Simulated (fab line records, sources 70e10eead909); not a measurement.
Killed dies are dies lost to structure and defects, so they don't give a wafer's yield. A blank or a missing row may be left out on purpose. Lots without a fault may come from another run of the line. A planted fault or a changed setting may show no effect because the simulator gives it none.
A struck lot beside a sound one | flow nand_harc | 18 steps out of a route of 1302
Sound: wafers L477.1, L477.2, L477.6. Struck: wafers L486.2, L486.3, L486.4. The cause comes at the end.
At each step with rows: each side's tool, then ch and its chambers, then its first start. Under that, the readings that differ: sound wafers | struck wafers | difference of the means | sigmas: that difference in standard deviations of wafers without a fault.
alike: readings whose means differ by less than 2 such deviations, and words and numbers that are the same on both sides. not compared: withheld readings, readings that some wafer has no value for, bounds like >300 that may hide the same value, and numbers for which the record gives no deviation and whose values overlap.
The two part at a step that has a row with sigmas, a row that says differs or no value, or rows on one side only. Numbers that don't overlap but have no deviation are shown without sigmas and don't part them. A reading that every wafer of one side lacks parts them only if that side has two wafers or more.

first, 2 steps without rows for these wafers: NHARC_P_STI_SRD_39; NHARC_P_STI_OXIDE_40 (material SiO2, target thk 10 nm, ox time 1362 s).
NHARC_P_STI_INSPECT_25:
  sound on defect_inspect-02, day 4 11:52; struck on defect_inspect-02, day 8 00:19
  alike: raw_defect_count
then, 9 steps without rows for these wafers: NHARC_P_GATE_ETCH_69 (etches SiO2 in dHF, target depth 14 nm); NHARC_P_GATE_PRECLEAN_70 (cleans in SC1); NHARC_P_GATE_SRD_01; NHARC_P_GATE_OXIDE_02 (material SiO2, target thk 37.5 nm, ox time 365 s); NHARC_P_GATE_DEHYDRATE_03 (time 120 s); NHARC_P_GATE_HMDS_04 (time 30 s); NHARC_P_GATE_COAT_05; NHARC_P_GATE_SOFTBAKE_06 (time 95 s); NHARC_P_GATE_EBR_07.
NHARC_P_GATE_EXPOSE_08: exposes mask P HV.
  sound on krf_scanner-04 ch 0, day 4 20:37; struck on krf_scanner-04 ch 0, day 8 08:37
  reading | sound                | struck                  | difference | sigmas
  mask    | P_HV#0 P_HV#0 P_HV#0 | P_PSD#0 P_PSD#0 P_PSD#0 | differs    |
then, 2 steps without rows for these wafers: NHARC_P_GATE_PEB_09 (peb time 85 s); NHARC_P_GATE_DEVELOP_10 (time 70 s).
NHARC_P_GATE_CD_MEAS_11: target cd 1640 nm.
  sound on cd_sem-03 ch 0, day 4 20:46; struck on cd_sem-03 ch 0, day 8 08:46
  reading    | sound                | struck | difference                    | sigmas
  cd_nm (nm) | 1639.8 1641.4 1642.6 | - - -  | no value on the struck wafers |
then, 1 step without rows for these wafers: NHARC_P_GATE_HARDBAKE_12 (time 80 s).
-- the record jumps here: 20 days lie between the struck wafers' starts before and after (it left off in module P_GATE and takes up again in module END, whose first step shown is number 1302 of the route) --
NHARC_END_SORT_01:
  the record has rows for the struck wafers here (prober-02 ch 0, day 28 01:23) and none for the sound ones

WHERE THEY PART
First at NHARC_P_GATE_EXPOSE_08; last, within this record, at NHARC_END_SORT_01.

WHY: what the simulator had put in
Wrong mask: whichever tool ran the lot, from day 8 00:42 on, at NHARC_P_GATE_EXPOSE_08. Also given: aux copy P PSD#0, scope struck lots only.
